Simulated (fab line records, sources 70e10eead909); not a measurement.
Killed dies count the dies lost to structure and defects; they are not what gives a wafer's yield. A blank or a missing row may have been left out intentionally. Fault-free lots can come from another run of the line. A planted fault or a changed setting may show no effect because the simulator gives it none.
Chamber matching || flow nand_harc || 3 sister chambers for NHARC_A_STAIRCASE_DEP_322 on pecvd-02
The step deposits SiO2, target thk 7200 nm. 6 wafers are shown with their chamber, then 12 later ones without.

EACH WAFER AND ITS CHAMBER
{"wafer": "L082.5", "chamber": 1, "heater_power_outer_w (W)": 365, "heater_power_w (W)": 598}
{"wafer": "L086.1", "chamber": 1, "heater_power_outer_w (W)": 413, "heater_power_w (W)": 652}
{"wafer": "L086.2", "chamber": 2, "heater_power_outer_w (W)": 314, "heater_power_w (W)": 547}
{"wafer": "L089.2", "chamber": 0, "heater_power_outer_w (W)": 386, "heater_power_w (W)": 672}
{"wafer": "L089.3", "chamber": 2, "heater_power_outer_w (W)": 265, "heater_power_w (W)": 487}
{"wafer": "L089.4", "chamber": 0, "heater_power_outer_w (W)": 359, "heater_power_w (W)": 631}

WAFERS WITHOUT THEIR CHAMBER
{"wafer": "L087.1", "heater_power_outer_w (W)": 302, "heater_power_w (W)": 532}
{"wafer": "L087.2", "heater_power_outer_w (W)": 430, "heater_power_w (W)": 734}
{"wafer": "L087.6", "heater_power_outer_w (W)": 375, "heater_power_w (W)": 593}
{"wafer": "L090.2", "heater_power_outer_w (W)": 459, "heater_power_w (W)": 752}
{"wafer": "L090.5", "heater_power_outer_w (W)": 376, "heater_power_w (W)": 583}
{"wafer": "L090.6", "heater_power_outer_w (W)": 255, "heater_power_w (W)": 489}
{"wafer": "L093.2", "heater_power_outer_w (W)": 407, "heater_power_w (W)": 680}
{"wafer": "L093.4", "heater_power_outer_w (W)": 248, "heater_power_w (W)": 458}
{"wafer": "L093.6", "heater_power_outer_w (W)": 354, "heater_power_w (W)": 621}
{"wafer": "L097.1", "heater_power_outer_w (W)": 443, "heater_power_w (W)": 718}
{"wafer": "L097.2", "heater_power_outer_w (W)": 343, "heater_power_w (W)": 578}
{"wafer": "L097.3", "heater_power_outer_w (W)": 254, "heater_power_w (W)": 458}

CHAMBER TAKEN BY EACH
{"wafer": "L087.1", "from the rows above": 2, "in truth": 2}
{"wafer": "L087.2", "from the rows above": "can't be placed: 0 or 1", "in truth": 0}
{"wafer": "L087.6", "from the rows above": "can't be placed: 1 or 0", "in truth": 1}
{"wafer": "L090.2", "from the rows above": "can't be placed: 0 or 1", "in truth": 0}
{"wafer": "L090.5", "from the rows above": "can't be placed: 1 or 0", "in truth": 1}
{"wafer": "L090.6", "from the rows above": 2, "in truth": 2}
{"wafer": "L093.2", "from the rows above": "can't be placed: 0 or 1", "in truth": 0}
{"wafer": "L093.4", "from the rows above": 2, "in truth": 2}
{"wafer": "L093.6", "from the rows above": "can't be placed: 0 or 1", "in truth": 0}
{"wafer": "L097.1", "from the rows above": "can't be placed: 0 or 1", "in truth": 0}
{"wafer": "L097.2", "from the rows above": "can't be placed: 1 or 0 or 2", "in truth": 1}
{"wafer": "L097.3", "from the rows above": 2, "in truth": 2}
Correctly placed: 4 of 12. These rows do not allow placing 8 (true chamber among the candidates in 8). 0 placed wrongly.
How it was worked out, from the rows above alone: a wafer's distance from a chamber is the root of the sum, over the readings, of the square of ((its reading less the chamber's mean) divided by the reading's scatter). The wafer belongs to the nearest chamber; if the next one is less than 2 further off, it can't be placed. The mean given for a chamber averages the wafers shown for that chamber. The scatter: the root of (the sum of the squares of (reading less its chamber's mean) over the shown wafers, divided by (wafers less chambers)).
